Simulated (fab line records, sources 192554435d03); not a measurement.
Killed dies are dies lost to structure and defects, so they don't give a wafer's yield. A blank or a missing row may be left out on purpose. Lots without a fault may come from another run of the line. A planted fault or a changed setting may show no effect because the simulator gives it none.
Split-lot experiment | flow n5_finfet | 7 lots, 39 wafers read, on a route of 1938 steps

THE SPLIT
At N5_HKMG_FIN_ETCH_58 (etches SOC in N2/H2, target depth 215.8 nm, time 741 s), the setting bias_w was moved away from the recipe's 13 W on 15 of the 39 wafers read, by -16.1% to +17.9%. The other wafers ran this setting at the recipe's value.

The reading is taken at the split's own step.

THE READING
rf_vpp_V, in V, at N5_HKMG_FIN_ETCH_58 (etches SOC in N2/H2, target depth 215.8 nm, time 741 s). Fault-free wafers of this fab line usually give 99.2 V, standard deviation 1.1 V.

wafer  | tool, chamber at the split | bias_w as run, W | against the recipe | rf_vpp_V, V | against lot-mates on the recipe
L076.1 | rie_diel-04, 0             | 15.13            | +16.4%             | 111.4       | +12.5
L076.2 | rie_diel-04, 1             | 13               | recipe             | 97.5        | -
L076.3 | rie_diel-04, 2             | 15.13            | +16.4%             | 109.3       | +10.4
L076.4 | rie_diel-04, 3             | 15.13            | +16.4%             | 107.5       | +8.6
L076.5 | rie_diel-04, 2             | 13               | recipe             | 99.8        | -
L076.6 | rie_diel-04, 3             | 13               | recipe             | 99.4        | -
L077.1 | rie_diel-04, 3             | 13               | recipe             | 98.7        | -
L077.2 | rie_diel-04, 1             | 12.16            | -6.5%              | 92.7        | -5.9
L077.3 | rie_diel-04, 0             | 12.16            | -6.5%              | 95.4        | -3.2
L077.4 | rie_diel-04, 2             | 13               | recipe             | 99.3        | -
L077.5 | rie_diel-04, 0             | 12.16            | -6.5%              | 96.5        | -2.1
L077.6 | rie_diel-04, 1             | 13               | recipe             | 97.7        | -
L080.1 | rie_diel-05, 2             | 13               | recipe             | 97.5        | -
L080.2 | rie_diel-05, 1             | 13               | recipe             | 96.9        | -
L080.3 | rie_diel-05, 3             | 13               | recipe             | 99.7        | -
L080.4 | rie_diel-05, 0             | 13               | recipe             | 99.0        | -
L080.5 | rie_diel-05, 3             | 13               | recipe             | 99.3        | -
L080.6 | rie_diel-05, 2             | 13               | recipe             | 99.9        | -
L081.1 | rie_diel-02, 0             | 15.33            | +17.9%             | 111.9       | +12.4
L081.2 | rie_diel-02, 3             | 13               | recipe             | 98.0        | -
L081.3 | rie_diel-02, 1             | 13               | recipe             | 100.5       | -
L081.4 | rie_diel-02, 3             | 15.33            | +17.9%             | 110.6       | +11.1
L081.5 | rie_diel-02, 1             | 15.33            | +17.9%             | 111.8       | +12.3
L081.6 | rie_diel-02, 0             | 13               | recipe             | 99.9        | -
L085.1 | rie_diel-04, 3             | 11.02            | -15.2%             | 88.9        | -10.1
L085.2 | rie_diel-04, 2             | 13               | recipe             | 98.5        | -
L085.3 | rie_diel-04, 0             | 13               | recipe             | 98.4        | -
L085.4 | rie_diel-04, 1             | 11.02            | -15.2%             | 87.4        | -11.6
L085.5 | rie_diel-04, 0             | 13               | recipe             | 100.2       | -
L085.6 | rie_diel-04, 1             | 11.02            | -15.2%             | 88.4        | -10.6
L093.2 | rie_diel-04, 3             | 13               | recipe             | 98.0        | -
L093.5 | rie_diel-04, 2             | 13               | recipe             | 98.5        | -
L093.6 | rie_diel-04, 1             | 13               | recipe             | 98.8        | -
L094.1 | rie_diel-04, 3             | 10.91            | -16.1%             | 88.7        | -9.6
L094.2 | rie_diel-04, 2             | 13               | recipe             | 98.2        | -
L094.3 | rie_diel-04, 1             | 13               | recipe             | 98.3        | -
L094.4 | rie_diel-04, 0             | 13               | recipe             | 98.5        | -
L094.5 | rie_diel-04, 1             | 10.91            | -16.1%             | 86.6        | -11.7
L094.6 | rie_diel-04, 2             | 10.91            | -16.1%             | 89.1        | -9.2

THE FIT
A straight line over all 39 wafers: rf_vpp_V changes by +0.676 V for each +1% of bias_w; r = +0.99; the points scatter about the line by 1.1 V.
The same after taking each lot's own level away (the mean of its wafers on the recipe; 39 wafers): +0.659 V for each +1%; r = +0.99; scatter 1.1 V.
On that fit, the largest move of bias_w shifts the reading by 12 V.
The lots' own levels span 98.33 to 99.47 V, that is 1.0 times the standard deviation above.
So the lot-to-lot level changes the slope little: the two slopes agree.
Check: with one of the wafers moved furthest among these (+17.9%) left out of the fit, the line predicts +11.7 V for it against its lot-mates. It came out at +12.4 V against them.
Tool readings at the split's step, against how far the setting was moved: rf_vpp_V r = +0.99.

OTHER SPLITS ON THESE WAFERS
These wafers also went through other splits before the reading. Each is held against what the fit with the lots' levels taken away leaves over:
other split on the same wafers | wafers away from the commonest value | r with rf_vpp_V (lot level and that fit taken away)
N5_FIN_SAQP_ETCH_34 source_w   | 15                                   | +0.15
N5_DUMMY_GATE_ETCH_32 time_s   | 15                                   | +0.21

THE WHOLE CHAIN: every reading that the file lists as answering this split, in the file's order
step                | what it does                                           | reading                                                                         | change (the file's fit)              | r (the file's)
N5_HKMG_FIN_ETCH_58 | etches SOC in N2/H2, target depth 215.8 nm, time 741 s | rf_vpp_V                                                                        | +0.658 V for each +1% of the setting | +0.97
N5_HKMG_FIN_ETCH_58 | etches SOC in N2/H2, target depth 215.8 nm, time 741 s | SOC_of_HKMG_FIN_COAT_41.thk_nm (the simulator's own value, which no gauge read) | -1.04 nm for each +1% of the setting | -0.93
N5_HKMG_FIN_ETCH_58 | etches SOC in N2/H2, target depth 215.8 nm, time 741 s | etch.depth_nm (the simulator's own value, which no gauge read)                  | +1.04 nm for each +1% of the setting | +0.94
N5_HKMG_FIN_ETCH_58 | etches SOC in N2/H2, target depth 215.8 nm, time 741 s | HKMG_FIN.feature_depth_nm (the simulator's own value, which no gauge read)      | +1.04 nm for each +1% of the setting | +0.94

THE FILE'S OWN FIT
rf_vpp_V changes by +0.658 V for each +1% of bias_w, r = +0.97.
